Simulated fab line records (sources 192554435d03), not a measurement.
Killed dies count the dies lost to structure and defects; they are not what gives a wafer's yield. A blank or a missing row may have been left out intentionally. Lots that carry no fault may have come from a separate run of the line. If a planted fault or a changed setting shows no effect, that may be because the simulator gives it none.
Matching of chambers / flow n5-finfet / N5_BEOL_M5_PECVD_70 on pecvd-02: 3 sister chambers
The step deposits SiO2 from TEOS/O2, target thk 16 nm, time 18 s. 6 wafers are shown with their chamber, then 12 later ones without.

## WAFERS, EACH WITH ITS CHAMBER
wafer=L090.1; chamber=0; showerhead-plenum-p-Torr (Torr)=8.78; throttle-valve-pct (%)=22.2
wafer=L091.5; chamber=2; showerhead-plenum-p-Torr (Torr)=8.69; throttle-valve-pct (%)=21.4
wafer=L091.6; chamber=1; showerhead-plenum-p-Torr (Torr)=8.92; throttle-valve-pct (%)=22.6
wafer=L093.2; chamber=1; showerhead-plenum-p-Torr (Torr)=8.91; throttle-valve-pct (%)=22.7
wafer=L093.3; chamber=0; showerhead-plenum-p-Torr (Torr)=8.76; throttle-valve-pct (%)=22.0
wafer=L093.5; chamber=2; showerhead-plenum-p-Torr (Torr)=8.70; throttle-valve-pct (%)=21.4

## WAFERS WHOSE CHAMBER IS MISSING
wafer=L092.2; showerhead-plenum-p-Torr (Torr)=8.78; throttle-valve-pct (%)=22.3
wafer=L092.3; showerhead-plenum-p-Torr (Torr)=8.92; throttle-valve-pct (%)=22.7
wafer=L092.6; showerhead-plenum-p-Torr (Torr)=8.78; throttle-valve-pct (%)=22.4
wafer=L094.1; showerhead-plenum-p-Torr (Torr)=8.69; throttle-valve-pct (%)=21.8
wafer=L094.5; showerhead-plenum-p-Torr (Torr)=8.94; throttle-valve-pct (%)=22.6
wafer=L094.6; showerhead-plenum-p-Torr (Torr)=8.76; throttle-valve-pct (%)=22.2
wafer=L095.1; showerhead-plenum-p-Torr (Torr)=8.67; throttle-valve-pct (%)=21.5
wafer=L095.4; showerhead-plenum-p-Torr (Torr)=8.76; throttle-valve-pct (%)=21.9
wafer=L095.5; showerhead-plenum-p-Torr (Torr)=8.68; throttle-valve-pct (%)=21.8
wafer=L097.2; showerhead-plenum-p-Torr (Torr)=8.79; throttle-valve-pct (%)=22.1
wafer=L097.3; showerhead-plenum-p-Torr (Torr)=8.66; throttle-valve-pct (%)=21.7
wafer=L097.5; showerhead-plenum-p-Torr (Torr)=8.76; throttle-valve-pct (%)=22.1

## WHICH CHAMBER EACH ONE RAN IN
wafer=L092.2; from the rows above=0; in truth=0
wafer=L092.3; from the rows above=1; in truth=1
wafer=L092.6; from the rows above=0; in truth=0
wafer=L094.1; from the rows above=2; in truth=2
wafer=L094.5; from the rows above=1; in truth=1
wafer=L094.6; from the rows above=0; in truth=0
wafer=L095.1; from the rows above=2; in truth=2
wafer=L095.4; from the rows above=0; in truth=0
wafer=L095.5; from the rows above=2; in truth=2
wafer=L097.2; from the rows above=0; in truth=0
wafer=L097.3; from the rows above=2; in truth=2
wafer=L097.5; from the rows above=0; in truth=0
Correctly placed: 12 of 12. Can't be placed from these rows: 0. Number placed wrongly: 0.
How it was worked out, from the rows above alone: a wafer's distance from a chamber is the root of the sum, over the readings, of the square of ((its reading less the chamber's mean) divided by the reading's scatter). The wafer belongs to the nearest chamber; if the next one is less than 2 further off, it can't be placed. For every chamber, the mean is computed from those of its wafers that are shown. The scatter: the root of (the sum of the squares of (reading less its chamber's mean) over the shown wafers, divided by (wafers less chambers)).
